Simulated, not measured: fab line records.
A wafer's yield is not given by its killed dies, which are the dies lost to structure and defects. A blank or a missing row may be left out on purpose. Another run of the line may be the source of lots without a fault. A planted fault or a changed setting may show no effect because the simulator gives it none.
Chamber matching -- flow nand_harc -- NHARC_A_DECK1_JOINT_CMP_02 on cmp-01: 4 sister chambers
The step polishes SiOx. 14 wafers are shown with their chamber, then 7 later ones without.

WAFERS WITH THEIR CHAMBER
wafer,chamber,motor_current_A (A),retaining_ring_pressure_frac
L079.2,2,13.6,0.997
L079.4,3,11.2,0.994
L079.5,0,13.5,0.995
L080.4,2,12.7,1.001
L080.5,1,14.2,0.996
L080.6,2,12.5,0.998
L088.1,3,11.4,1.002
L088.5,1,13.7,1.002
L088.6,2,12.8,1.000
L090.1,1,13.1,0.996
L090.4,3,11.6,1.002
L090.5,0,13.5,0.999
L091.1,1,13.9,1.001
L091.2,2,12.9,0.997

SIGNATURES (averages over the wafers above)
reading,chamber 0,chamber 1,chamber 2,chamber 3,scatter within a chamber
motor_current_A,13.500,13.725,12.900,11.400,0.378
retaining_ring_pressure_frac,0.99700,0.99875,0.99860,0.99933,0.00308
Rule: for a wafer and a chamber, the distance is found by dividing, reading by reading, the gap between the wafer's reading and the chamber's mean by the reading's scatter, squaring, summing and taking the root. The wafer belongs to the nearest chamber; if the next one is less than 2 further off, it can't be placed. The scatter: the root of (the sum of the squares of (reading less its chamber's mean) over the shown wafers, divided by (wafers less chambers)).

WAFERS WITHOUT THEIR CHAMBER
wafer,motor_current_A (A),retaining_ring_pressure_frac
L091.3,12.7,0.995
L093.1,13.7,0.998
L093.2,12.6,1.003
L093.4,11.5,0.989
L097.2,13.5,1.001
L097.5,13.1,0.998
L097.6,11.0,0.997

EACH ONE'S CHAMBER
wafer,from the rows above,in truth
L091.3,can't be placed: 2 or 0 or 1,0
L093.1,can't be placed: 1 or 0 or 2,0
L093.2,can't be placed: 2 or 0 or 1 or 3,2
L093.4,can't be placed: 3 or 2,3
L097.2,can't be placed: 1 or 0 or 2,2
L097.5,can't be placed: 2 or 0 or 1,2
L097.6,3,3
Correct placement for 1 of the 7. Cannot be placed on the basis of these rows: 6; the candidates contain the true chamber in 6. 0 placed wrongly.
